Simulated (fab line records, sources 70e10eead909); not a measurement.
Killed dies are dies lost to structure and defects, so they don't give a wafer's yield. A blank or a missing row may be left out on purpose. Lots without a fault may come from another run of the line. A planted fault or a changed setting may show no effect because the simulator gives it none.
Which tool did it? | flow nand_harc | 24 lots, 72 wafers sampled, at 5 steps of a route of 1302

WHAT THE GAUGES READ, wafer by wafer
NHARC_P_M2_THK_MEAS_24: measures by xrf. Usual: thk_nm 144.2 nm, standard deviation 1.4.
lot  | measured     | on            | thk_nm (nm)       | flag
L075 | day 7 04:56  | film_metro-01 | 142.1 140.7 141.5 |
L076 | day 7 17:01  | film_metro-02 | 146.2 144.8 145.1 |
L077 | day 7 22:00  | film_metro-01 | 146.8 143.0 146.2 |
L074 | day 8 00:28  | film_metro-01 | 142.7 145.5 146.6 |
L078 | day 8 04:58  | film_metro-02 | 144.9 145.4 143.9 |
L079 | day 8 12:50  | film_metro-02 | 143.8 143.3 144.6 |
L080 | day 9 01:14  | film_metro-01 | 146.0 142.9 144.4 |
L081 | day 9 10:49  | film_metro-02 | 141.9 143.6 143.2 |
L082 | day 10 00:44 | film_metro-02 | 144.6 144.5 143.7 |
L083 | day 10 05:21 | film_metro-01 | 144.4 141.3 144.9 |
L085 | day 11 02:04 | film_metro-02 | 143.1 144.4 142.1 |
L084 | day 11 04:46 | film_metro-02 | 145.9 145.4 140.5 |
L086 | day 11 12:38 | film_metro-02 | 144.2 145.4 143.4 |
L087 | day 12 18:47 | film_metro-01 | 141.1 146.6 143.2 |
L088 | day 12 19:49 | film_metro-01 | 142.7 145.4 146.2 |
L089 | day 13 08:44 | film_metro-02 | 143.8 144.0 143.0 |
L090 | day 13 09:59 | film_metro-01 | 144.4 142.3 145.5 |
L091 | day 13 16:32 | film_metro-01 | 143.3 144.2 143.7 |
L093 | day 14 04:32 | film_metro-01 | 143.7 144.8 143.1 |
L092 | day 14 06:54 | film_metro-02 | 142.2 145.1 144.5 |
L094 | day 14 17:59 | film_metro-02 | 145.8 144.5 146.1 |
L095 | day 15 09:47 | film_metro-01 | 144.3 143.5 147.3 |
L096 | day 15 14:43 | film_metro-01 | 142.6 145.9 144.8 |
L097 | day 16 01:09 | film_metro-01 | 145.1 144.6 143.2 |

WHICH TOOL RAN EACH LOT (tool, then ch and the chambers of the sampled wafers, then the start)
lot  | NHARC_P_M1_ETCH_28                            | NHARC_P_M1_ANNEAL_31             | NHARC_P_M1_PRE_CLEAN_32         | NHARC_P_M2_ETCH_15
L075 | rie_diel-12 ch 0,2,3, day 7 00:00 or earlier  | rtp_anneal-01 ch 0, day 7 00:00  | pecvd-03 ch 1,2, day 7 00:50    | rie_diel-05 ch 0,1,3, day 7 04:56 or earlier
L076 | rie_diel-12 ch 1,2, day 7 12:06 or earlier    | rtp_anneal-01 ch 0, day 7 12:06  | pecvd-04 ch 0,1,2, day 7 12:58  | rie_diel-03 ch 0,2,3, day 7 17:01 or earlier
L077 | rie_diel-12 ch 0,1,3, day 7 17:19 or earlier  | rtp_anneal-01 ch 0, day 7 17:19  | pecvd-04 ch 0,1,2, day 7 18:14  | rie_diel-01 ch 2,3, day 7 22:00 or earlier
L074 | rie_diel-09 ch 0,2,3, day 7 19:38 or earlier  | rtp_anneal-01 ch 0, day 7 19:38  | pecvd-03 ch 1,2, day 7 20:26    | rie_diel-05 ch 2,3, day 8 00:28 or earlier
L078 | rie_diel-09 ch 0,3, day 8 00:07 or earlier    | rtp_anneal-01 ch 0, day 8 00:07  | pecvd-01 ch 0,1,2, day 8 01:01  | rie_diel-01 ch 0,2,3, day 8 04:58 or earlier
L079 | rie_diel-09 ch 0,1,2, day 8 08:04 or earlier  | rtp_anneal-01 ch 0, day 8 08:04  | pecvd-01 ch 0,2, day 8 08:58    | rie_diel-01 ch 0,1,3, day 8 12:50 or earlier
L080 | rie_diel-09 ch 1,2, day 8 20:43 or earlier    | rtp_anneal-02 ch 0, day 8 20:43  | pecvd-01 ch 0,1,2, day 8 21:29  | rie_diel-01 ch 0,1, day 9 01:14 or earlier
L081 | rie_diel-09 ch 0,1,3, day 9 06:14 or earlier  | rtp_anneal-01 ch 0, day 9 06:14  | pecvd-03 ch 1,2, day 9 07:01    | rie_diel-05 ch 1,3, day 9 10:49 or earlier
L082 | rie_diel-09 ch 2,3, day 9 20:06 or earlier    | rtp_anneal-02 ch 0, day 9 20:06  | pecvd-04 ch 0,1,2, day 9 20:56  | rie_diel-01 ch 0,2,3, day 10 00:44 or earlier
L083 | rie_diel-09 ch 0,1,3, day 10 00:35 or earlier | rtp_anneal-02 ch 0, day 10 00:35 | pecvd-01 ch 1,2, day 10 01:26   | rie_diel-05 ch 1,2, day 10 05:21 or earlier
L085 | rie_diel-09 ch 0,1, day 10 21:22 or earlier   | rtp_anneal-02 ch 0, day 10 21:22 | pecvd-03 ch 0,1,2, day 10 22:10 | rie_diel-05 ch 1,2,3, day 11 02:04 or earlier
L084 | rie_diel-09 ch 1,2, day 11 00:02 or earlier   | rtp_anneal-02 ch 0, day 11 00:02 | pecvd-04 ch 1,2, day 11 00:56   | rie_diel-05 ch 0,1,2, day 11 04:46 or earlier
L086 | rie_diel-12 ch 1,2,3, day 11 07:45 or earlier | rtp_anneal-02 ch 0, day 11 07:45 | pecvd-04 ch 0,1, day 11 08:38   | rie_diel-03 ch 0,2,3, day 11 12:38 or earlier
L087 | rie_diel-09 ch 0,1, day 12 14:07 or earlier   | rtp_anneal-01 ch 0, day 12 14:07 | pecvd-01 ch 0,1,2, day 12 14:59 | rie_diel-05 ch 0,2,3, day 12 18:47 or earlier
L088 | rie_diel-12 ch 1,2,3, day 12 14:56 or earlier | rtp_anneal-01 ch 0, day 12 14:56 | pecvd-03 ch 0,1,2, day 12 15:49 | rie_diel-05 ch 0,2,3, day 12 19:49 or earlier
L089 | rie_diel-09 ch 1,2,3, day 13 03:56 or earlier | rtp_anneal-01 ch 0, day 13 03:56 | pecvd-03 ch 1,2, day 13 04:46   | rie_diel-05 ch 0,2,3, day 13 08:44 or earlier
L090 | rie_diel-09 ch 1,2,3, day 13 05:03 or earlier | rtp_anneal-01 ch 0, day 13 05:03 | pecvd-03 ch 0,1,2, day 13 05:56 | rie_diel-05 ch 0,1,3, day 13 09:59 or earlier
L091 | rie_diel-02 ch 1,2,3, day 13 11:42 or earlier | rtp_anneal-01 ch 0, day 13 11:42 | pecvd-01 ch 0,1,2, day 13 12:29 | rie_diel-01 ch 0,3, day 13 16:32 or earlier
L093 | rie_diel-12 ch 0,3, day 13 23:40 or earlier   | rtp_anneal-01 ch 0, day 13 23:40 | pecvd-03 ch 0,1,2, day 14 00:34 | rie_diel-01 ch 1,2,3, day 14 04:32 or earlier
L092 | rie_diel-12 ch 1,2, day 14 01:51 or earlier   | rtp_anneal-02 ch 0, day 14 01:51 | pecvd-03 ch 0,1,2, day 14 02:41 | rie_diel-01 ch 0,2,3, day 14 06:54 or earlier
L094 | rie_diel-12 ch 1,2,3, day 14 13:16 or earlier | rtp_anneal-02 ch 0, day 14 13:16 | pecvd-03 ch 1,2, day 14 14:03   | rie_diel-03 ch 0,1,3, day 14 17:59 or earlier
L095 | rie_diel-12 ch 0,1,3, day 15 05:06 or earlier | rtp_anneal-01 ch 0, day 15 05:06 | pecvd-03 ch 0,1,2, day 15 05:52 | rie_diel-05 ch 0,1,3, day 15 09:47 or earlier
L096 | rie_diel-09 ch 0,3, day 15 09:52 or earlier   | rtp_anneal-02 ch 0, day 15 09:52 | pecvd-01 ch 0,1,2, day 15 10:51 | rie_diel-05 ch 0,1,3, day 15 14:43 or earlier
L097 | rie_diel-09 ch 1,3, day 15 20:29 or earlier   | rtp_anneal-02 ch 0, day 15 20:29 | pecvd-03 ch 0,1, day 15 21:22   | rie_diel-05 ch 0,1,3, day 16 01:09 or earlier
- NHARC_P_M1_ETCH_28: etches the open film in CF4/N2, target depth 30 nm, time 72.99 s.
- NHARC_P_M1_ANNEAL_31: time 90 s.
- NHARC_P_M1_PRE_CLEAN_32: time 12 s.
- NHARC_P_M2_ETCH_15: etches the open film in C4F8/Ar, target depth 182.5 nm, time 91.2 s.

WHAT THE TOOLS THEMSELVES READ (means of the sampled wafers that have a number; where no wafer has one, the mark that the record gives instead)
NHARC_P_M1_ETCH_28. Usual: drypump_motor_current_A 5.9 A, standard deviation 0.36; n2_flow_sccm 100.0 sccm, standard deviation 0.32; oes_product_au 1.002 a.u., standard deviation 0.0084; rf_vpp_V 313.9 V, standard deviation 2.1; showerhead_plenum_p_Torr 2.61 Torr, standard deviation 0.11; throttle_valve_pct 19.792 %, standard deviation 0.01.
lot  | tool        | drypump_motor_current_A (A) | n2_flow_sccm (sccm) | oes_product_au (a.u.) | rf_vpp_V (V) | showerhead_plenum_p_Torr (Torr) | throttle_valve_pct (%) | flag
L075 | rie_diel-12 | 5.7                         | 99.8                | 1.001                 | 312.7        | 2.56                            | 19.794                 |
L076 | rie_diel-12 | 5.4                         | 100.0               | 1.004                 | 316.1        | 2.73                            | 19.792                 |
L077 | rie_diel-12 | 5.6                         | 100.0               | 1.002                 | 313.4        | 2.58                            | 19.792                 |
L074 | rie_diel-09 | 6.2                         | 100.1               | 1.007                 | 313.2        | 2.58                            | 19.793                 |
L078 | rie_diel-09 | 5.9                         | 100.1               | 0.999                 | 312.4        | 2.52                            | 19.797                 |
L079 | rie_diel-09 | 6.1                         | 100.0               | 0.999                 | 314.4        | 2.67                            | 19.793                 |
L080 | rie_diel-09 | 6.3                         | 100.2               | 1.005                 | 315.6        | 2.73                            | 19.790                 |
L081 | rie_diel-09 | 6.0                         | 100.2               | 0.996                 | 313.5        | 2.58                            | 19.790                 |
L082 | rie_diel-09 | 6.4                         | 99.9                | 1.003                 | 313.8        | 2.56                            | 19.798                 |
L083 | rie_diel-09 | 6.0                         | 100.1               | 1.003                 | 313.2        | 2.58                            | 19.783                 |
L085 | rie_diel-09 | 5.9                         | 99.7                | 1.007                 | 314.4        | 2.60                            | 19.789                 |
L084 | rie_diel-09 | 6.2                         | 100.0               | 1.008                 | 315.7        | 2.73                            | 19.799                 |
L086 | rie_diel-12 | 5.6                         | 100.1               | 1.009                 | 314.3        | 2.64                            | 19.789                 |
L087 | rie_diel-09 | 5.9                         | 100.2               | 1.003                 | 314.2        | 2.67                            | 19.792                 |
L088 | rie_diel-12 | 5.6                         | 100.0               | 0.998                 | 314.6        | 2.64                            | 19.790                 |
L089 | rie_diel-09 | 6.3                         | 99.9                | 1.008                 | 314.4        | 2.64                            | 19.795                 |
L090 | rie_diel-09 | 6.3                         | 100.3               | 1.003                 | 313.7        | 2.64                            | 19.787                 |
L091 | rie_diel-02 | 6.0                         | 100.0               | 1.000                 | 313.7        | 2.56                            | 19.796                 |
L093 | rie_diel-12 | 5.6                         | 99.6                | 0.999                 | 311.6        | 2.49                            | 19.787                 |
L092 | rie_diel-12 | 5.4                         | 99.9                | 0.997                 | 316.4        | 2.73                            | 19.794                 |
L094 | rie_diel-12 | 5.6                         | 100.0               | 0.996                 | 315.0        | 2.64                            | 19.802                 |
L095 | rie_diel-12 | 5.6                         | 100.2               | 1.010                 | 313.1        | 2.58                            | 19.794                 |
L096 | rie_diel-09 | 6.1                         | 99.8                | 1.002                 | 312.4        | 2.49                            | 19.791                 |
L097 | rie_diel-09 | 6.2                         | 100.0               | 1.009                 | 313.3        | 2.56                            | 19.792                 |

NHARC_P_M1_ANNEAL_31. Usual: anneal_temp_c 225.00 C, standard deviation 0.19; anneal_temp_c_max 226.1, standard deviation 0.35; wafer_temp_C_max 226.5, standard deviation 0.56.
lot  | tool          | anneal_temp_c (C) | anneal_temp_c_max | wafer_temp_C_max | flag
L075 | rtp_anneal-01 | 225.03            | 226.4             | 226.7            |
L076 | rtp_anneal-01 | 224.96            | 226.1             | 226.8            |
L077 | rtp_anneal-01 | 224.88            | 226.1             | 227.0            |
L074 | rtp_anneal-01 | 224.99            | 226.3             | 227.0            |
L078 | rtp_anneal-01 | 224.83            | 225.8             | 226.9            |
L079 | rtp_anneal-01 | 224.77            | 226.2             | 226.9            |
L080 | rtp_anneal-02 | 224.99            | 225.8             | 226.2            |
L081 | rtp_anneal-01 | 224.56            | 225.9             | 226.8            |
L082 | rtp_anneal-02 | 224.97            | 225.6             | 225.7            |
L083 | rtp_anneal-02 | 225.23            | 226.1             | 225.9            |
L085 | rtp_anneal-02 | 225.09            | 225.9             | 226.0            |
L084 | rtp_anneal-02 | 225.09            | 225.8             | 226.1            |
L086 | rtp_anneal-02 | 225.19            | 226.0             | 225.6            |
L087 | rtp_anneal-01 | 224.90            | 226.3             | 227.0            |
L088 | rtp_anneal-01 | 225.16            | 226.3             | 227.1            |
L089 | rtp_anneal-01 | 224.90            | 226.0             | 226.8            |
L090 | rtp_anneal-01 | 225.12            | 226.4             | 226.5            |
L091 | rtp_anneal-01 | 225.17            | 226.5             | 226.9            |
L093 | rtp_anneal-01 | 224.97            | 226.4             | 227.0            |
L092 | rtp_anneal-02 | 225.10            | 225.8             | 226.0            |
L094 | rtp_anneal-02 | 225.11            | 225.8             | 225.9            |
L095 | rtp_anneal-01 | 225.06            | 226.5             | 226.6            |
L096 | rtp_anneal-02 | 225.04            | 225.6             | 225.8            |
L097 | rtp_anneal-02 | 224.70            | 225.3             | 226.0            |

NHARC_P_M1_PRE_CLEAN_32. Usual: heater_power_w 636 W, standard deviation 74.
lot  | tool     | heater_power_w (W) | flag
L075 | pecvd-03 | 635                |
L076 | pecvd-04 | 676                |
L077 | pecvd-04 | 684                |
L074 | pecvd-03 | 588                |
L078 | pecvd-01 | 653                |
L079 | pecvd-01 | 639                |
L080 | pecvd-01 | 687                |
L081 | pecvd-03 | 593                |
L082 | pecvd-04 | 682                |
L083 | pecvd-01 | 643                |
L085 | pecvd-03 | 605                |
L084 | pecvd-04 | 694                |
L086 | pecvd-04 | 573                |
L087 | pecvd-01 | 686                |
L088 | pecvd-03 | 599                |
L089 | pecvd-03 | 577                |
L090 | pecvd-03 | 601                |
L091 | pecvd-01 | 670                |
L093 | pecvd-03 | 614                |
L092 | pecvd-03 | 600                |
L094 | pecvd-03 | 603                |
L095 | pecvd-03 | 611                |
L096 | pecvd-01 | 713                |
L097 | pecvd-03 | 570                |

NHARC_P_M2_ETCH_15. Usual: oes_product_au 0.952 a.u., standard deviation 0.02; rf_vpp_V 439.6 V, standard deviation 2.3.
lot  | tool        | oes_product_au (a.u.) | rf_vpp_V (V) | flag
L075 | rie_diel-05 | 0.962                 | 438.9        |
L076 | rie_diel-03 | 0.935                 | 437.6        |
L077 | rie_diel-01 | 0.930                 | 440.8        |
L074 | rie_diel-05 | 0.966                 | 440.6        |
L078 | rie_diel-01 | 0.928                 | 438.6        |
L079 | rie_diel-01 | 0.933                 | 438.2        |
L080 | rie_diel-01 | 0.930                 | 437.7        |
L081 | rie_diel-05 | 0.968                 | 438.7        |
L082 | rie_diel-01 | 0.985                 | 440.3        |
L083 | rie_diel-05 | 0.967                 | 442.2        |
L085 | rie_diel-05 | 0.973                 | 440.2        |
L084 | rie_diel-05 | 0.960                 | 441.6        |
L086 | rie_diel-03 | 0.934                 | 437.9        |
L087 | rie_diel-05 | 0.975                 | 440.1        |
L088 | rie_diel-05 | 0.965                 | 440.4        |
L089 | rie_diel-05 | 0.955                 | 441.4        |
L090 | rie_diel-05 | 0.964                 | 438.8        |
L091 | rie_diel-01 | 0.934                 | 437.9        |
L093 | rie_diel-01 | 0.923                 | 439.1        |
L092 | rie_diel-01 | 0.931                 | 438.5        |
L094 | rie_diel-03 | 0.937                 | 439.9        |
L095 | rie_diel-05 | 0.964                 | 440.0        |
L096 | rie_diel-05 | 0.963                 | 438.9        |
L097 | rie_diel-05 | 0.975                 | 439.1        |

THE ANSWER, worked out from the rows above alone
Rule: a lot is off if the mean of its wafers that have a number lies more than 3 standard deviations from the usual mean. A lot without any number at a reading at which 4 lots or more have one is off too. The other lots that the step has rows for count as sound. The gauges are gone through in route order, then the tools' own readings, and for those a lot's mean is taken as printed above. The first step at which some lot is off is used, and at that step the reading that is off furthest; a lot without a number counts as furthest.
No lot is off at any reading shown: from this, nothing can be told.

WHAT THE SIMULATOR HAD PUT IN
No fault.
